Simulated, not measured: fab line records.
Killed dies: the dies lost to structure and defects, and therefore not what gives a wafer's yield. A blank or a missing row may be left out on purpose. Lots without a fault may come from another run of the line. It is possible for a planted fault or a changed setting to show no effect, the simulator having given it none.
The tool behind it: which one? -- flow n5_finfet -- 30 wafers from 10 lots sampled at 5 of the route's 1938 steps

## WHAT THE GAUGES READ, wafer by wafer
N5_SD_EPI_N_EPI_MEAS_23. Usual: thk_nm reads 59.1 nm (standard deviation 1.3).
lot,measured,on,thk_nm (nm),flag
L691,day 3 14:43,film_metro-02,58.5 58.5 57.7,
L695,day 4 09:52,film_metro-01,58.0 60.0 57.8,
L699,day 5 10:13,film_metro-02,61.3 57.2 60.4,
L702,day 6 14:16,film_metro-01,62.1 60.4 60.7,
L703,day 6 18:27,film_metro-01,58.0 59.6 58.5,
L704,day 6 20:17,film_metro-01,59.5 57.9 57.6,
L706,day 7 05:11,film_metro-01,59.1 58.8 60.3,
L708,day 7 15:46,film_metro-01,60.2 60.0 61.0,
L710,day 8 06:41,film_metro-02,59.9 60.3 62.2,
L712,day 8 17:53,film_metro-01,58.9 61.0 59.8,

N5_BEOL_M4_RC_MEAS_101. Usual: DIBL_N 36.3 mV/V, standard deviation 1.9; DIBL_P 36.0 mV/V, standard deviation 2.1; IOFF_N 0.16 nA/um, standard deviation 0.031; IOFF_P 0.21 nA/um, standard deviation 0.035; ION_N 675 uA/um, standard deviation 14; ION_P 464 uA/um, standard deviation 8.5; SS_N 71.5 mV/dec, standard deviation 0.6; SS_P 73.3 mV/dec, standard deviation 0.72; VT_N 250 mV, standard deviation 3.2; VT_P -250 mV, standard deviation 3.1.
lot,measured,on,DIBL_N (mV/V),DIBL_P (mV/V),IOFF_N (nA/um),IOFF_P (nA/um),ION_N (uA/um),ION_P (uA/um),SS_N (mV/dec),SS_P (mV/dec),VT_N (mV),VT_P (mV),flag
L691,day 8 05:31,prober-02,33.9 36.2 35.7,34.2 36.9 35.3,0.12 0.16 0.14,0.18 0.23 0.21,658 668 656,458 462 454,71.0 71.5 70.8,72.4 73.3 72.4,252 250 252,-251 -248 -249,
L695,day 9 00:40,prober-01,34.9 33.6 33.5,35.4 34.7 34.3,0.14 0.13 0.14,0.21 0.20 0.21,667 671 681,468 470 480,71.2 71.3 71.0,72.8 72.7 72.3,249 250 249,-248 -248 -247,
L699,day 9 16:55,prober-01,37.2 33.7 30.6,39.2 35.7 31.6,0.19 0.13 0.09,0.23 0.18 0.13,662 667 638,451 454 441,72.9 70.8 70.6,73.5 72.9 72.3,250 252 256,-249 -255 -255,
L702,day 14 14:58,prober-01,36.0 35.6 36.2,36.1 35.3 35.1,0.17 0.16 0.17,0.25 0.23 0.22,686 681 678,473 468 467,71.2 71.7 71.7,72.8 72.9 73.2,246 247 247,-243 -249 -248,
L703,day 14 08:04,prober-02,37.1 37.9 36.8,36.4 38.7 35.7,0.16 0.19 0.15,0.20 0.26 0.21,672 674 676,461 468 469,72.1 71.9 71.6,73.9 74.0 73.9,255 250 251,-252 -248 -250,
L704,day 12 21:15,prober-01,37.7 36.4 37.2,35.8 34.5 34.4,0.17 0.15 0.16,0.22 0.19 0.19,691 675 676,473 462 460,72.6 72.1 72.3,73.5 72.9 72.9,248 250 251,-246 -251 -251,
L706,day 13 07:18,prober-02,39.3 36.0 36.2,40.2 35.6 36.0,0.22 0.15 0.15,0.29 0.19 0.20,696 694 686,484 475 472,72.3 70.8 71.5,74.4 73.4 73.3,246 249 249,-245 -251 -252,
L708,day 13 19:43,prober-02,37.5 39.9 40.5,35.8 38.6 39.5,0.16 0.21 0.24,0.21 0.25 0.27,694 683 715,471 462 481,71.5 72.6 72.2,74.1 74.0 74.0,249 245 244,-249 -247 -245,
L710,day 13 01:41,prober-01,35.2 35.7 37.2,36.5 36.8 39.7,0.14 0.16 0.19,0.17 0.18 0.22,678 681 698,458 457 471,70.4 71.7 72.5,72.9 73.2 73.5,248 248 246,-257 -254 -250,
L712,day 14 12:35,prober-02,35.8 34.3 36.3,36.4 34.6 36.0,0.15 0.13 0.15,0.23 0.19 0.21,676 673 676,469 465 465,72.4 71.7 72.0,73.1 72.1 72.5,251 253 251,-249 -250 -249,

## TOOL THAT RAN EACH LOT (tool first, then ch and the chambers of the sampled wafers, then the start)
lot,N5_DUMMY_GATE_ETCH_44,N5_SD_EPI_P_COAT_34,N5_SD_EPI_P_STRIP_40
L691,"rie_si-04 ch 0,1,2, day 3 08:59","litho_track-01 ch 0, day 3 15:19","plasma_asher-01 ch 1, day 3 16:36"
L695,"rie_si-05 ch 0,2,3, day 4 04:15","litho_track-05 ch 0, day 4 10:34","plasma_asher-02 ch 0,1, day 4 11:53"
L699,"rie_si-05 ch 0,1,2, day 5 04:37","litho_track-01 ch 0, day 5 11:15","plasma_asher-02 ch 0,1, day 5 12:25"
L702,"rie_si-04 ch 0,1, day 6 08:22","litho_track-01 ch 0, day 6 14:59","plasma_asher-02 ch 0,1, day 6 16:40"
L703,"rie_si-05 ch 0,2,3, day 6 13:02","litho_track-03 ch 0, day 6 19:06","plasma_asher-02 ch 0,1, day 6 20:28"
L704,"rie_si-05 ch 0,1,2, day 6 14:38","litho_track-01 ch 0, day 6 20:52","plasma_asher-02 ch 0,1, day 6 22:01"
L706,"rie_si-04 ch 0,3, day 6 23:33","litho_track-03 ch 0, day 7 06:30","plasma_asher-01 ch 0, day 7 07:50"
L708,"rie_si-05 ch 1,2, day 7 10:42","litho_track-03 ch 0, day 7 16:20","plasma_asher-01 ch 0,1, day 7 17:38"
L710,"rie_si-03 ch 0,1,2, day 7 23:54","litho_track-05 ch 0, day 8 07:19","plasma_asher-02 ch 0,1, day 8 08:48"
L712,"rie_si-05 ch 0,1,3, day 8 11:34","litho_track-03 ch 0, day 8 18:28","plasma_asher-02 ch 0,1, day 8 19:38"
- N5_DUMMY_GATE_ETCH_44: etches poly-Si in HBr/O2, stops on SiO2, target depth 127.5 nm.
- N5_SD_EPI_P_COAT_34: time 60 s, resist thk 350 nm.
- N5_SD_EPI_P_STRIP_40: strips in N2/H2.

## AS READ BY THE TOOLS THEMSELVES (means over the sampled wafers that have a number; for cases with no such wafer, the mark the record gives instead)
N5_DUMMY_GATE_ETCH_44. Usual: drypump_motor_current_A 5.6 A, standard deviation 0.61; oes_product_au 0.732 a.u., standard deviation 0.012; rf_fwd_power_W 397.8 W, standard deviation 1.5; throttle_valve_pct 18.50 %, standard deviation 0.28.
lot,tool,drypump_motor_current_A (A),oes_product_au (a.u.),rf_fwd_power_W (W),throttle_valve_pct (%),flag
L691,rie_si-04,5.4,0.739,397.9,18.38,
L695,rie_si-05,5.7,0.725,397.7,18.64,
L699,rie_si-05,5.8,0.740,399.0,18.46,
L702,rie_si-04,5.1,0.726,397.5,18.19,
L703,rie_si-05,5.6,0.738,399.2,18.64,
L704,rie_si-05,5.8,0.735,399.1,18.47,
L706,rie_si-04,5.1,0.732,395.9,18.15,
L708,rie_si-05,6.1,0.752,400.1,18.62,
L710,rie_si-03,5.4,0.731,396.0,18.49,
L712,rie_si-05,5.3,0.726,397.0,18.60,

N5_SD_EPI_P_COAT_34. Usual: resist_line_temp_C 23.02 C, standard deviation 0.11; spin_speed_rpm 1499.9 rpm, standard deviation 0.89.
lot,tool,resist_line_temp_C (C),spin_speed_rpm (rpm),flag
L691,litho_track-01,22.99,1500.5,
L695,litho_track-05,22.79,1499.3,
L699,litho_track-01,23.13,1500.7,
L702,litho_track-01,23.03,1459.6,OFF
L703,litho_track-03,23.22,1498.7,
L704,litho_track-01,22.97,1459.2,OFF
L706,litho_track-03,22.97,1500.2,
L708,litho_track-03,22.86,1500.0,
L710,litho_track-05,23.04,1499.6,
L712,litho_track-03,23.00,1499.5,

N5_SD_EPI_P_STRIP_40. Usual: drypump_motor_current_A 5.6 A, standard deviation 0.46; heater_power_w 355 W, standard deviation 10; oes_product_au 0.761 a.u., standard deviation 0.01; temp_c 249.99 C, standard deviation 0.19.
lot,tool,drypump_motor_current_A (A),heater_power_w (W),oes_product_au (a.u.),temp_c (C),flag
L691,plasma_asher-01,5.8,332,0.767,249.94,
L695,plasma_asher-02,5.5,358,0.760,250.03,
L699,plasma_asher-02,5.9,361,0.762,250.15,
L702,plasma_asher-02,5.8,355,0.746,250.03,
L703,plasma_asher-02,5.8,361,0.754,250.08,
L704,plasma_asher-02,5.9,360,0.762,249.97,
L706,plasma_asher-01,5.0,363,0.752,249.90,
L708,plasma_asher-01,5.5,346,0.761,249.97,
L710,plasma_asher-02,5.8,357,0.762,250.25,
L712,plasma_asher-02,5.6,356,0.764,249.80,

## THE ANSWER, worked out from the rows above alone
Rule: lot off if the mean of its wafers having a number is beyond 3 standard deviations from the usual mean. Also off: a lot with no number at a reading for which 4 or more lots have one. Where the step has rows for the other lots, those lots are counted as sound. Order of review: gauges by route order, followed by the tools' own readings, for which a lot's mean as printed above is used. At the first step where some lot is off, the reading lying furthest off is the one used; lots without a number count as furthest.
Off: L702, L704 (N5_SD_EPI_P_COAT_34, spin_speed_rpm).
If a tool, at that step or one of the process steps before it, ran each lot that is off and ran no sound lot following the first of them, it fits. One candidate fits, namely litho_track-01 at N5_SD_EPI_P_COAT_34. Its last sound lot is L699 (day 5 11:15), its first lot that is off L702 (day 6 14:59): a fault that began between those two fits.
The tool's own readings at N5_SD_EPI_P_COAT_34 bear it out: on the lots that are off they differ by more than 5 times the standard deviation of the sound lots' means. spin_speed_rpm reads 1459.4 rpm there against 1499.8 rpm on the sound lots.

## WHAT THE SIMULATOR HAD INSERTED
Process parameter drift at N5_SD_EPI_P_COAT_34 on litho_track-01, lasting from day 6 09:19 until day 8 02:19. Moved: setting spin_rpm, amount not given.
Shown lots that were struck: L702, L704. The rule given above showed the same thing.
